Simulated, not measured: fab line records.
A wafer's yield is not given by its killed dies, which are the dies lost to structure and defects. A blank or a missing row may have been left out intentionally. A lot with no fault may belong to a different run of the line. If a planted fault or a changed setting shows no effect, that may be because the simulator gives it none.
Problem report, 8D (eight disciplines) form, completed by code + flow n5 finfet + the parts of the form that need people (team, actions taken, sign-off) are left out

## 1. WHAT IS WRONG
killed_at_M4_up at N5_PASSIVATION_PROBE_49 reads a mean of 1086 on 6 wafers of 2 lots; wafers without a fault read 15 with a standard deviation of 5.4. That is +99 or more standard deviations from the usual mean.
The first sign was on wafer L388.2 at day 15 00:42, on prober-01. The record has a number at this step for 18 wafers belonging to 6 lots. Rule for "out" (also "out of limits"): further than 4 standard deviations from the usual mean. The other wafers with a number count as sound.

## 2. WHAT IT IS AND WHAT IT IS NOT
| question                    | is                                                                                                                  | is not                                                                                                   |
|-----------------------------|---------------------------------------------------------------------------------------------------------------------|----------------------------------------------------------------------------------------------------------|
| which readings at this step | killed_at_M4_up, defect limited yield, killed dies, killed on rim, sort_bin_5_function, sort n pass, sort yield pct | killed_at_M0_to_M3, killed at contacts, killed open, killed short, sort_bin_4_leakage, sort_bin_6_memory |
| which lots                  | L388, L390                                                                                                          | L379, L380, L384, L385                                                                                   |
| which wafers of those lots  | all that have a number                                                                                              | -                                                                                                        |
| read on which tools         | prober-01, prober-02                                                                                                | -                                                                                                        |
| when                        | from day 15 00:42                                                                                                   | up to then (12 sound wafers)                                                                             |

## 3. WHAT RULES OUT EACH SUSPECT
Counting: a tool at any process step up to the reading remains a suspect when it ran all the lots that are out and ran no sound lot after the first of those.
- plasma asher-01 at N5_BEOL_M12_STRIP_37 (strips in N2/H2): kept. It ran every lot that is out, first L388 (day 13 11:31), and no sound lot after that; its last sound lot up to then is L385 (day 12 23:24).
After counting, what remains is plasma asher-01 at N5_BEOL_M12_STRIP_37.

## 4. THE CAUSE (what the simulator had put in)
At N5_BEOL_M12_STRIP_37, the step was skipped entirely on plasma asher-01 from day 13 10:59 on. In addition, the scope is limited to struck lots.
After counting, this tool was the only one left.

## 5. SEQUENCE OF EFFECTS, ordered by route
One row per reading whose mean, taken over the struck wafers that have a number, lies over 3 standard deviations from the usual. Scope: only readings with a usual standard deviation given in the record; hours: median across lots of the time from each lot's start at the first step in this table that gives one to its start at this step; sigmas: change in usual standard deviations.
| hours | step                    | reading              | usual  | on struck wafers | change | sigmas      |
|-------|-------------------------|----------------------|--------|------------------|--------|-------------|
| 0     | N5_PASSIVATION_PROBE_49 | defect limited yield | 91.3 % | 0.0              | -91.3  | -70         |
| 0     | N5_PASSIVATION_PROBE_49 | killed_at_M4_up      | 15     | 1086             | +1071  | +99 or more |
| 0     | N5_PASSIVATION_PROBE_49 | killed dies          | 102    | 1180             | +1078  | +72         |
| 0     | N5_PASSIVATION_PROBE_49 | killed on rim        | 13     | 152              | +139   | +38         |
| 0     | N5_PASSIVATION_PROBE_49 | sort_bin_5_function  | 5.1 %  | 96.3             | +91.2  | +99 or more |
| 0     | N5_PASSIVATION_PROBE_49 | sort n pass          | 1078   | 0                | -1078  | -72         |
| 0     | N5_PASSIVATION_PROBE_49 | sort yield pct       | 91.3 % | 0.0              | -91.3  | -70         |
It contains these process steps:
- N5_PASSIVATION_PROBE_49
Readings that are blank on the struck wafers while sound wafers have them: drypump motor current A at N5_BEOL_M12_STRIP_37; h2 flow sccm at N5_BEOL_M12_STRIP_37; heater power w at N5_BEOL_M12_STRIP_37; oes product au at N5_BEOL_M12_STRIP_37.

## 6. WHAT WOULD HAVE CAUGHT IT SOONER
First out-of-limits reading in this record: day 15 00:42, which is 38 hours after fault onset at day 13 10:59.
At N5_BEOL_M12_STRIP_37 the tool's readings are blank on the struck wafers, where sound wafers have them: an empty tool record is the first sign, and it was there at once.
Each of the lots that are out, 2 in all, had begun N5_BEOL_M12_STRIP_37 on plasma asher-01 no later than day 15 00:42. Had the tool been put on hold then, not one of them would have been saved.
